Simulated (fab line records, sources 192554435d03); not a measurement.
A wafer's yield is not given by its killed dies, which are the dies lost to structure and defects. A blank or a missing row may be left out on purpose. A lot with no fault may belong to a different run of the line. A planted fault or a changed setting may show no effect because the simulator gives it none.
fab line records | flow n5_finfet
[record] lots = 6 wafers = 18 last_day = 17
route steps=1938 shown BEOL_M9@1427 PASSIVATION@1936
lots untouched by any fault: they come from a run of this same line in which no faults occurred
start_h: hours from the record's first day to the start of the lot's first wafer shown | wait_h: how many hours have passed since the lot's step before this one | " same as the row above | L1.1+2: several wafers, shown together as one row | - no value present, or no start provided | * or withheld: withheld | < > ~ a bound
route shown NAME@n: NAME is a module with steps in the file, n the number in the route of the first one | usual: the fault-free wafers' mean and standard deviation | same: alike in all rows | chamber/n: place in a boat | sites: the reading at each site | _std_site: the standard deviation of these | _edge_site: mean of outer sites minus mean of inner sites | radius_mm: how far each site lies from the wafer's centre | mask NAME#n: copy n | behind: the tool/chamber that last shaped the wafer | hold: reason for holding the lot/hours on hold/outcome of the hold | device: which transistor (n, p or np) failed to switch | end of line: the same wafers' tests at the end of the route | a step without rows: its recipe alone | killed: the dies lost at the first sort to structure and to defects; this is not the yield of the wafer | map: a wafer's dies, x killed, . not, _ none there
set.NAME: the setting as run; set.NAME@STEP: as run at that earlier step | model.NAME: the simulator's own value behind a step, which no gauge read
certain route steps with their lots: each step a table, each wafer a row
services: a tool's chamber out of use, with start hour (start_h, from the record's first day; less than 0 if before it), hours out, and reason
[[steps]]
[step N5_BEOL_M9_COAT_75]
[recipe] resist = underlayer temp_c = 205 time_s = 60 spin_rpm = 1500 resist_thk_nm = 5
[step N5_BEOL_M9_COAT_22]
[recipe] resist = CAR-EUV spin_rpm = 1500 resist_thk_nm = 30
[step N5_BEOL_M9_EBR_24]
[recipe] solvent = PGMEA ebr_width_mm = 1.5
[step N5_BEOL_M9_SOFTBAKE_23]
[recipe] temp_c = 110 time_s = 60 resist = CAR-EUV
[step N5_BEOL_M9_EXPOSE_25]
[recipe] mask_id = V8 na = 0.33 source_shape = annular sigma_inner = 0.4 sigma_outer = 0.8 polarization = unpolarized dose_mj = 37.25
[step N5_BEOL_M9_PEB_26]
[recipe] peb_temp_c = 100 peb_time_s = 60 resist = CAR-EUV
[step N5_BEOL_M9_DEVELOP_27]
[recipe] develop_time_s = 30 developer = TMAH resist = CAR-EUV rinse_liquid = surfactant_rinse dry = air_spin dev_temp_c = 23
[step N5_BEOL_M9_CD_MEAS_28]
[recipe] target_cd_nm = 70 landing_energy_ev = 500 detector = se_inlens polarity = opening
[usual] cd_nm = 70.0/0.3
// columns lot.wafer tool chamber start_h wait_h cd_nm
L688.3 cd_sem-01 0 228.03 - 70.3
L688.5 " 0 " " 70.3
L688.6 " 0 " " 70.6
L692.1 cd_sem-02 0 247.11 - 70.1
L692.3 " 0 " " 70.2
L692.5 " 0 " " 69.7
L695.1 cd_sem-02 0 286.12 - 70.2
L695.2 " 0 " " 70.3
L695.5 " 0 " " 70.3
L697.1 cd_sem-02 0 286.67 - 70.0
L697.2 " 0 " " 69.8
L697.5 " 0 " " 69.9
L698.2 cd_sem-02 0 286.94 - 70.2
L698.5 " 0 " " 69.8
L698.6 " 0 " " 70.0
L703.1 cd_sem-01 0 338.08 - 69.8
L703.4 " 0 " " 69.5
L703.5 " 0 " " 69.8
[step N5_BEOL_M9_OVL_MEAS_29]
[recipe] points_per_wafer = 522
[usual] V8_OVL = 0.2/0.57
[same] points_per_wafer = 522
// columns lot.wafer tool chamber start_h wait_h V8_OVL[nm]
L688.3 overlay-02 0 228.07 0.0 0.2
L688.5 " 0 " " 0.6
L688.6 " 0 " " -0.4
L692.1 overlay-01 0 247.14 0.0 0.3
L692.3 " 0 " " 0.6
L692.5 " 0 " " 0.2
L695.1 overlay-02 0 286.15 0.0 0.2
L695.2 " 0 " " -0.8
L695.5 " 0 " " -0.7
L697.1 overlay-01 0 286.70 0.0 -0.3
L697.2 " 0 " " 0.6
L697.5 " 0 " " -0.2
L698.2 overlay-02 0 286.97 0.0 -0.7
L698.5 " 0 " " -0.1
L698.6 " 0 " " -0.2
L703.1 overlay-02 0 338.14 0.1 0.3
L703.4 " 0 " " -1.2
L703.5 " 0 " " -0.3
[step N5_BEOL_M9_INSPECT_30]
[recipe] mode = adi inspect_instrument = brightfield
[usual] raw_defect_count = 369/82
// columns lot.wafer tool chamber start_h wait_h raw_defect_count
L688.3 defect_inspect-02 - 228.11 0.0 435
L688.5 " - " " 327
L688.6 " - " " 412
L692.1 defect_inspect-01 - 247.20 0.1 238
L692.3 " - " " 347
L692.5 " - " " 329
L695.1 defect_inspect-01 - 286.21 0.1 405
L695.2 " - " " 647
L695.5 " - " " 330
L697.1 defect_inspect-02 - 286.76 0.1 341
L697.2 " - " " 421
L697.5 " - " " 393
L698.2 defect_inspect-01 - 287.02 0.0 243
L698.5 " - " " 175
L698.6 " - " " 268
L703.1 defect_inspect-02 - 338.20 0.1 383
L703.4 " - " " 436
L703.5 " - " " 479
[step N5_BEOL_M9_DESCUM_33]
[recipe] chemistry = O2 time_s = 7 source_power_w = 50 bias_power_w = 20 pressure_mtorr = 20 rf_frequency_hz = 2.712e+07 temp_c = 40 resist = CAR-EUV o2_flow_sccm = 225
[usual] drypump_motor_current_A = 5.84/0.22 oes_product_au = 0.80/0.089 rf_vpp_V = 243.1/1.5 showerhead_plenum_p_Torr = 2.09/0.09 throttle_valve_pct = 20.52/0.24
// columns lot.wafer tool chamber start_h wait_h drypump_motor_current_A oes_product_au rf_hours_counter_h rf_vpp_V showerhead_plenum_p_Torr throttle_valve_pct
L688.3 rie_diel-05 2 228.15 0.0 5.80 0.85 73 245.2 2.22 20.64
L688.5 " 0 " " 5.82 0.68 - 242.4 2.06 20.89
L688.6 " 2 " " 5.81 0.86 - 244.8 2.22 20.65
L692.1 rie_diel-03 3 247.23 0.0 5.79 0.91 16 244.4 2.23 20.14
L692.3 " 1 " " 5.57 0.73 195 242.8 2.00 20.55
L692.5 " 2 " " 5.69 0.75 - 242.4 2.18 20.64
L695.1 rie_diel-03 1 286.39 0.2 5.59 0.73 208 241.9 2.00 20.60
L695.2 " 3 " " 5.77 0.89 31 244.5 2.23 20.19
L695.5 " 2 " " 5.72 0.74 - 245.6 2.18 20.67
L697.1 rie_diel-03 0 287.04 0.3 6.27 0.70 215 241.5 2.08 20.80
L697.2 " 2 " " 5.71 0.74 189 243.7 2.18 20.69
L697.5 " 0 " " 6.29 0.70 - 242.7 2.08 20.80
L698.2 rie_diel-04 0 287.11 0.1 5.53 0.72 214 240.4 1.98 20.48
L698.5 " 2 " " 5.59 0.86 - 245.3 2.21 20.14
L698.6 " 3 " " 6.21 0.72 - 243.4 2.07 20.75
L703.1 rie_diel-05 2 338.79 0.6 5.79 0.82 104 244.7 2.21 20.71
L703.4 " 3 " " 6.00 0.71 198 240.2 1.99 20.65
L703.5 " 0 " " 5.81 0.90 - 242.7 2.05 20.56
[step N5_BEOL_M9_ETCH_76]
[recipe] chemistry = N2/H2 target = underlayer target_depth_a = 65 mask_material = CAR-EUV time_s = 5.2 ion_energy_ev = 200 pressure_mtorr = 30 source_w = 840 bias_w = 150 n2_flow_sccm = 200 h2_flow_sccm = 200 ends = cleared
[usual] bias_w = 150.0/0.48 drypump_motor_current_A = 5.84/0.22 etch_rf_on_time_s = 5.19/0.091 oes_product_au = 0.68/0.077 rf_vpp_V = 524/3.2 showerhead_plenum_p_Torr = 2.54/0.11 throttle_valve_pct = 17.93/0.25
// columns lot.wafer tool chamber start_h wait_h bias_w drypump_motor_current_A etch_rf_on_time_s oes_product_au rf_hours_counter_h rf_vpp_V showerhead_plenum_p_Torr throttle_valve_pct
L688.3 rie_diel-05 2 228.18 0.0 149.2 5.84 5.06 0.74 73 527 2.69 18.03
L688.5 " 0 " " 149.9 5.82 5.16 0.58 - 522 2.50 18.29
L688.6 " 2 " " 149.7 5.81 5.05 0.73 - 530 2.69 18.04
L692.1 rie_diel-03 3 247.27 0.0 149.3 5.79 4.99 0.81 16 528 2.70 17.52
L692.3 " 1 " " 150.2 5.60 5.11 0.63 195 522 2.43 18.20
L692.5 " 2 " " 149.2 5.73 5.14 0.64 - 531 2.62 17.95
L695.1 rie_diel-03 1 286.42 0.0 149.5 5.59 5.28 0.61 208 519 2.43 18.20
L695.2 " 3 " " 149.5 5.80 5.07 0.77 31 527 2.70 17.56
L695.5 " 2 " " 149.6 5.72 5.17 0.63 - 528 2.62 17.97
L697.1 rie_diel-03 0 287.07 0.0 150.1 6.28 5.24 0.60 215 523 2.51 18.21
L697.2 " 2 " " 149.3 5.69 5.24 0.62 189 525 2.62 17.98
L697.5 " 0 " " 149.9 6.29 5.27 0.59 - 521 2.51 18.24
L698.2 rie_diel-04 0 287.14 0.0 149.7 5.52 5.10 0.60 214 521 2.40 17.99
L698.5 " 2 " " 150.1 5.65 5.28 0.73 - 527 2.70 17.50
L698.6 " 3 " " 149.9 6.21 5.24 0.61 - 523 2.53 18.22
L703.1 rie_diel-05 2 338.82 0.0 149.9 5.83 5.17 0.68 104 527 2.68 18.07
L703.4 " 3 " " 150.7 6.01 5.29 0.60 198 521 2.41 18.00
L703.5 " 0 " " 150.4 5.81 5.10 0.78 - 523 2.49 17.93
[step N5_BEOL_M9_ETCH_65]
[recipe] chemistry = CF4 target = SiARC target_depth_a = 156 mask_material = CAR-EUV time_s = 26 ion_energy_ev = 80 pressure_mtorr = 40 source_w = 545 bias_w = 36 Ar_flow_sccm = 100 cf4_flow_sccm = 100 ends = cleared
[usual] bias_w = 36.02/0.1 drypump_motor_current_A = 5.84/0.21 etch_rf_on_time_s = 25.9/0.42 mfc_ar_sccm = 100.0/0.32 oes_product_au = 0.68/0.077 rf_vpp_V = 184.1/1.4 showerhead_plenum_p_Torr = 2.14/0.083 throttle_valve_pct = 15.68/0.25
// columns lot.wafer tool chamber start_h wait_h bias_w drypump_motor_current_A etch_rf_on_time_s mfc_ar_sccm oes_product_au rf_hours_counter_h rf_vpp_V showerhead_plenum_p_Torr throttle_valve_pct
L688.3 rie_diel-05 2 228.20 0.0 35.80 5.82 25.1 100.3 0.73 73 184.5 2.26 15.72
L688.5 " 0 " " 36.06 5.82 26.1 99.5 0.58 - 184.5 2.11 16.08
L688.6 " 2 " " 35.84 5.83 25.2 100.0 0.73 - 183.5 2.26 15.70
L692.1 rie_diel-03 3 247.29 0.0 36.16 5.80 25.5 99.9 0.80 16 186.5 2.27 15.26
L692.3 " 1 " " 36.26 5.57 26.0 100.1 0.63 195 182.2 2.06 15.84
L692.5 " 2 " " 36.09 5.71 26.2 100.3 0.63 - 185.0 2.21 15.76
L695.1 rie_diel-03 1 286.44 0.0 39.62 5.59 25.1 100.2 0.63 208 194.6 2.06 15.86
L695.2 " 3 " " 39.48 5.78 24.8 99.7 0.79 31 196.2 2.27 15.30
L695.5 " 2 " " 39.33 5.71 25.2 99.8 0.64 - 194.6 2.21 15.78
L697.1 rie_diel-03 0 287.09 0.0 39.32 6.27 25.2 99.2 0.61 215 194.8 2.11 15.92
L697.2 " 2 " " 39.33 5.71 25.3 100.3 0.63 189 195.0 2.20 15.79
L697.5 " 0 " " 39.41 6.26 25.2 99.6 0.61 - 194.7 2.11 15.93
L698.2 rie_diel-04 0 287.16 0.0 35.93 5.58 26.0 100.3 0.60 214 181.8 2.05 15.78
L698.5 " 2 " " 35.79 5.60 26.6 100.0 0.73 - 186.4 2.28 15.33
L698.6 " 3 " " 35.84 6.20 26.5 99.9 0.60 - 182.7 2.13 15.97
L703.1 rie_diel-05 2 338.84 0.0 36.03 5.81 25.0 100.4 0.69 105 184.3 2.25 15.75
L703.4 " 3 " " 36.01 6.02 26.0 99.9 0.61 198 182.8 2.04 15.89
L703.5 " 0 " " 36.01 5.81 25.2 99.7 0.78 - 184.6 2.10 15.62
[step N5_BEOL_M9_ETCH_66]
[recipe] chemistry = N2/H2 target = SOC target_depth_a = 800 overetch_a = 160 mask_material = SiARC temp_c = 40 time_s = 120 ion_energy_ev = 200 pressure_mtorr = 30 source_w = 840 bias_w = 150 n2_flow_sccm = 200 h2_flow_sccm = 200
[usual] bias_w = 150.1/0.47 drypump_motor_current_A = 5.84/0.21 oes_product_au = 0.61/0.065 rf_vpp_V = 523.8/2.9 showerhead_plenum_p_Torr = 2.54/0.11 throttle_valve_pct = 17.89/0.25
// columns lot.wafer tool chamber start_h wait_h bias_w drypump_motor_current_A oes_product_au rf_hours_counter_h rf_vpp_V showerhead_plenum_p_Torr throttle_valve_pct
L688.3 rie_diel-05 2 228.23 0.0 149.6 5.82 0.64 73 528.1 2.69 18.00
L688.5 " 0 " " 150.0 5.82 0.53 - 523.2 2.50 18.25
L688.6 " 2 " " 149.6 5.85 0.64 - 527.8 2.69 18.00
L692.1 rie_diel-03 3 247.31 0.0 149.3 5.80 0.71 17 528.3 2.70 17.47
L692.3 " 1 " " 149.7 5.57 0.56 195 521.0 2.43 18.16
L692.5 " 2 " " 150.0 5.71 0.57 - 526.5 2.62 17.91
L695.1 rie_diel-03 1 286.47 0.0 150.0 5.57 0.56 208 520.2 2.43 18.18
L695.2 " 3 " " 149.0 5.78 0.68 31 529.4 2.70 17.50
L695.5 " 2 " " 150.3 5.73 0.56 - 527.6 2.62 17.95
L697.1 rie_diel-03 0 287.12 0.0 149.4 6.28 0.54 215 522.8 2.51 18.19
L697.2 " 2 " " 150.2 5.69 0.56 189 527.5 2.62 17.94
L697.5 " 0 " " 149.6 6.27 0.54 - 523.4 2.51 18.18
L698.2 rie_diel-04 0 287.19 0.0 150.2 5.51 0.54 214 521.4 2.40 17.93
L698.5 " 2 " " 148.9 5.63 0.66 - 527.4 2.70 17.45
L698.6 " 3 " " 149.9 6.22 0.55 - 523.1 2.53 18.18
L703.1 rie_diel-05 2 338.87 0.0 149.8 5.82 0.61 105 527.7 2.68 18.05
L703.4 " 3 " " 150.2 6.01 0.54 198 520.9 2.41 17.94
L703.5 " 0 " " 149.8 5.81 0.68 - 522.0 2.49 17.86
[step N5_PASSIVATION_PROBE_49]
[usual] defect_limited_yield = 91.0/1.5 killed_at_M0_to_M3 = 34/11 killed_at_M4_up = 14/5.3 killed_at_contacts = 13/7 killed_at_front_end = 41/13 killed_at_other = 4/3.1 killed_dies = 106/17 killed_open = 70/12 killed_short = 35/8 sort_bin_5_function = 5.2/0.98 sort_bin_6_memory = 3.4/0.69 sort_bin_8_speed = 0.00/0.007 sort_n_pass = 1074/17 sort_yield_pct = 91.0/1.5
[same] gross_dies = 1180 killed_at_back_side = 0 sort_bin_4_leakage[%] = 0
// columns lot.wafer tool chamber start_h wait_h defect_limited_yield[%] killed_at_M0_to_M3 killed_at_M4_up killed_at_contacts killed_at_front_end killed_at_other killed_dies killed_open killed_short sort_bin_5_function[%] sort_bin_6_memory[%] sort_bin_8_speed[%] sort_n_pass sort_yield_pct[%]
L688.3 prober-01 - 286.83 0.1 89.6 30 17 11 60 5 123 87 36 7.1 3.1 0 1057 89.6
L688.5 prober-01 - 286.93 0.2 92.5 36 7 9 36 1 89 57 31 3.3 4.0 0 1091 92.5
L688.6 prober-01 - 286.98 0.3 91.2 32 9 23 37 3 104 68 35 5.1 3.1 0 1076 91.2
L692.1 prober-01 - 302.51 0.0 91.4 42 12 6 40 2 102 63 38 4.8 3.6 0 1078 91.4
L692.3 prober-01 - 302.61 0.1 91.9 41 6 11 34 4 96 56 39 4.7 3.4 0 1084 91.9
L692.5 prober-01 - 302.71 0.2 93.2 29 23 10 18 0 80 53 26 3.9 2.4 0 1100 93.2
L697.1 prober-02 - 348.97 0.0 89.2 60 11 19 37 0 127 87 39 6.4 4.1 0 1053 89.2
L697.2 prober-02 - 349.02 0.1 91.8 30 11 11 40 5 97 69 23 4.2 3.4 0 1083 91.8
L697.5 prober-02 - 349.17 0.2 92.5 37 14 18 13 6 88 63 25 4.2 3.0 0 1092 92.5
L698.2 prober-01 - 353.11 0.1 92.8 23 20 11 26 5 85 61 22 4.0 3.1 0 1095 92.8
L698.5 prober-01 - 353.26 0.2 91.4 28 27 10 36 1 102 74 26 4.4 4.1 0 1078 91.4
L698.6 prober-01 - 353.31 0.3 93.2 26 16 6 32 0 80 57 22 4.9 1.6 0 1100 93.2
L695.1 prober-02 - 356.50 0.0 90.0 28 19 9 61 1 118 82 36 5.7 4.1 0 1062 90.0
L695.2 prober-02 - 356.55 0.1 91.8 25 16 10 42 4 97 66 29 5.2 2.9 0 1083 91.8
L695.5 prober-02 - 356.70 0.2 91.9 36 13 16 29 1 95 65 30 5.3 2.6 0 1085 91.9
L703.1 prober-01 - 397.95 0.0 91.4 41 10 8 40 2 101 65 35 5.6 2.7 0 1079 91.4
L703.4 prober-01 - 398.10 0.2 89.2 55 17 10 46 0 128 87 41 6.7 3.7 0.08 1051 89.1
L703.5 prober-01 - 398.15 0.2 92.6 31 6 3 47 0 87 64 23 3.9 3.4 0 1093 92.6
// killed by level:class
L688.3 STI_FIN_REVEAL:geometric_particle:open=21 FIN_SAQP:geometric_particle:short=12 MOL_CONTACT_COAG:geometric_particle:open=11 FIN_SAQP:geometric_particle:open=9 BEOL_M2:geometric_particle:open=9 BEOL_M4:geometric_particle:open=8 BEOL_M0_SAQP:geometric_particle:open=5 BEOL_M0_SAQP:geometric_particle:short=5
L688.5 BEOL_M0_SAQP:geometric_particle:open=15 MOL_CONTACT_COAG:geometric_particle:open=8 BEOL_M0_SAQP:geometric_particle:short=8 FIN_SAQP:geometric_particle:short=6 STI_FIN_REVEAL:geometric_particle:open=6 BEOL_M2:geometric_particle:open=6 FIN_SAQP:geometric_particle:open=5 STARTING-WAFER:geometric_particle:short=4
L688.6 MOL_CONTACT_COAG:geometric_particle:open=17 STI_FIN_REVEAL:geometric_particle:open=12 BEOL_M0_SAQP:geometric_particle:open=9 BEOL_M0_SAQP:geometric_particle:short=7 BEOL_M2:geometric_particle:open=6 MOL_CONTACT_COAG:geometric_particle:short=5 BEOL_M2:geometric_particle:short=4 BEOL_M3:geometric_particle:open=4
L692.1 STI_FIN_REVEAL:geometric_particle:open=11 BEOL_M0_SAQP:geometric_particle:open=10 BEOL_M0_SAQP:geometric_particle:short=8 FIN_SAQP:geometric_particle:open=7 BEOL_M1:geometric_particle:open=7 MOL_CONTACT_COAG:geometric_particle:open=5 BEOL_M2:geometric_particle:open=5 STI_FIN_REVEAL:geometric_particle:short=4
L692.3 BEOL_M0_SAQP:geometric_particle:open=11 BEOL_M0_SAQP:geometric_particle:short=10 FIN_SAQP:geometric_particle:short=9 MOL_CONTACT_COAG:geometric_particle:open=7 BEOL_M1:geometric_particle:open=7 STI_FIN_REVEAL:geometric_particle:open=5 MOL_CONTACT_COAG:geometric_particle:short=4 BEOL_M0:geometric_particle:open=4
L692.5 BEOL_M4:geometric_particle:open=15 BEOL_M0_SAQP:geometric_particle:short=8 BEOL_M1:geometric_particle:open=8 MOL_CONTACT_COAG:geometric_particle:open=7 BEOL_M3:geometric_particle:open=4 GATE_CUT:geometric_particle:short=3 MOL_CONTACT_COAG:geometric_particle:short=3 BEOL_M2:geometric_particle:open=3
L697.1 MOL_CONTACT_COAG:geometric_particle:open=17 BEOL_M0_SAQP:geometric_particle:short=17 STI_FIN_REVEAL:geometric_particle:open=14 BEOL_M3:geometric_particle:open=14 BEOL_M0_SAQP:geometric_particle:open=9 BEOL_M4:geometric_particle:open=7 BEOL_M0:geometric_particle:open=6 BEOL_M2:geometric_particle:open=5
L697.2 STI_FIN_REVEAL:geometric_particle:open=15 BEOL_M3:geometric_particle:open=11 MOL_CONTACT_COAG:geometric_particle:open=9 BEOL_M4:geometric_particle:open=8 GATE_CUT:geometric_particle:short=4 BEOL_M0_SAQP:geometric_particle:open=4 BEOL_M3:geometric_particle:short=4 HKMG_FIN:area_etch=4
L697.5 MOL_CONTACT_COAG:geometric_particle:open=18 BEOL_M0_SAQP:geometric_particle:open=13 BEOL_M0_SAQP:geometric_particle:short=7 BEOL_M1:geometric_particle:short=6 DUMMY_GATE:geometric_particle:open=4 BEOL_M4:geometric_particle:open=4 STARTING-WAFER:geometric_particle:short=4 STI_FIN_REVEAL:geometric_particle:open=3
L698.2 BEOL_M4:geometric_particle:open=12 MOL_CONTACT_COAG:geometric_particle:open=10 BEOL_M2:geometric_particle:open=9 STI_FIN_REVEAL:geometric_particle:open=6 DUMMY_GATE:geometric_particle:open=5 BEOL_M1:geometric_particle:open=4 BEOL_M3:geometric_particle:open=3 BEOL_M7:geometric_particle:open=3
L698.5 STI_FIN_REVEAL:geometric_particle:open=15 BEOL_M4:geometric_particle:open=15 MOL_CONTACT_COAG:geometric_particle:open=8 BEOL_M1:geometric_particle:open=7 BEOL_M2:geometric_particle:open=7 BEOL_M0_SAQP:geometric_particle:short=6 DUMMY_GATE:geometric_particle:open=5 STARTING-WAFER:geometric_particle:short=3
L698.6 BEOL_M2:geometric_particle:open=12 BEOL_M4:geometric_particle:open=8 STI_FIN_REVEAL:geometric_particle:open=7 MOL_CONTACT_COAG:geometric_particle:open=6 BEOL_M1:geometric_particle:open=5 FIN_SAQP:geometric_particle:open=4 BEOL_M4:geometric_particle:short=4 STARTING-WAFER:geometric_particle:open=4
L695.1 STI_FIN_REVEAL:geometric_particle:open=27 BEOL_M0_SAQP:geometric_particle:short=9 DUMMY_GATE:geometric_particle:open=7 MOL_CONTACT_COAG:geometric_particle:open=7 FIN_SAQP:geometric_particle:short=6 BEOL_M4:geometric_particle:open=6 BEOL_M0_SAQP:geometric_particle:open=6 BEOL_M3:geometric_particle:open=6
L695.2 STI_FIN_REVEAL:geometric_particle:open=13 MOL_CONTACT_COAG:geometric_particle:open=7 BEOL_M0_SAQP:geometric_particle:short=7 BEOL_M4:geometric_particle:open=6 DUMMY_GATE:geometric_particle:open=5 DUMMY_GATE:geometric_particle:short=5 BEOL_M3:geometric_particle:open=5 BEOL_M0_SAQP:geometric_particle:open=4
L695.5 MOL_CONTACT_COAG:geometric_particle:open=14 BEOL_M0_SAQP:geometric_particle:short=9 BEOL_M0_SAQP:geometric_particle:open=9 GATE_CUT:geometric_particle:short=8 BEOL_M2:geometric_particle:open=6 BEOL_M4:geometric_particle:open=6 BEOL_M3:geometric_particle:open=5 STARTING-WAFER:geometric_particle:open=5
L703.1 FIN_SAQP:geometric_particle:open=13 FIN_SAQP:geometric_particle:short=11 BEOL_M2:geometric_particle:open=9 BEOL_M1:geometric_particle:open=8 MOL_CONTACT_COAG:geometric_particle:open=7 BEOL_M0_SAQP:geometric_particle:short=6 BEOL_M3:geometric_particle:open=6 BEOL_M0_SAQP:geometric_particle:open=5
L703.4 BEOL_M0_SAQP:geometric_particle:open=17 BEOL_M0_SAQP:geometric_particle:short=11 FIN_SAQP:geometric_particle:short=10 MOL_CONTACT_COAG:geometric_particle:open=10 FIN_SAQP:geometric_particle:open=9 BEOL_M2:geometric_particle:open=9 BEOL_M4:geometric_particle:open=8 STI_FIN_REVEAL:geometric_particle:open=8
L703.5 STI_FIN_REVEAL:geometric_particle:open=14 BEOL_M0_SAQP:geometric_particle:open=11 FIN_SAQP:geometric_particle:open=7 BEOL_M2:geometric_particle:open=6 FIN_SAQP:geometric_particle:short=5 BEOL_M0_SAQP:geometric_particle:short=5 BEOL_M1:geometric_particle:open=4 FIN_CUT:geometric_particle:short=3
[[services]]
// columns tool chamber start_h hours kind
rie_diel-05 1 210.42 - clean
rie_diel-05 1 210.42 - consumable_replace:focus_ring
rie_diel-05 1 210.42 23.2 scheduled_down
rie_diel-05 1 210.42 23.2 vent_cycle
rie_diel-04 - 234.11 1.7 repair
rie_diel-04 0 248.92 19.3 repair
rie_diel-05 0 250.22 - clean
rie_diel-05 0 250.22 - consumable_replace:focus_ring
rie_diel-05 0 250.22 13.9 scheduled_down
rie_diel-05 0 250.22 13.9 vent_cycle
rie_diel-05 - 261.73 0.6 repair
rie_diel-05 - 266.08 0.8 repair
rie_diel-04 1 276.61 5.4 repair
rie_diel-04 - 281.45 0.4 repair
rie_diel-04 1 283.72 16.7 repair
rie_diel-05 1 290.76 9.6 repair
rie_diel-03 1 318.53 5.0 repair
rie_diel-04 0 325.47 51.5 repair
rie_diel-04 - 336.74 2.8 pm
[[key]]
[first_sign] step = N5_BEOL_M9_ETCH_65 reading = bias_w direction = up sigmas = 33 usual = * struck = *
[effect] step = N5_BEOL_M9_ETCH_65 reading = rf_vpp_V direction = up sigmas = 8 usual = 184.1 struck = 195.0
met_at N5_BEOL_M9_ETCH_65
struck_wafers L695.1,L695.2,L695.5,L697.1,L697.2,L697.5
onset_between 247.29 286.44
[fault] kind = process_parameter_drift tool = rie_diel-03 chamber = - onset_h = 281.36 steps = N5_BEOL_M9_ETCH_65 channel = bias_w offset = * shape = step end_h = 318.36 acts_in = * stated = *
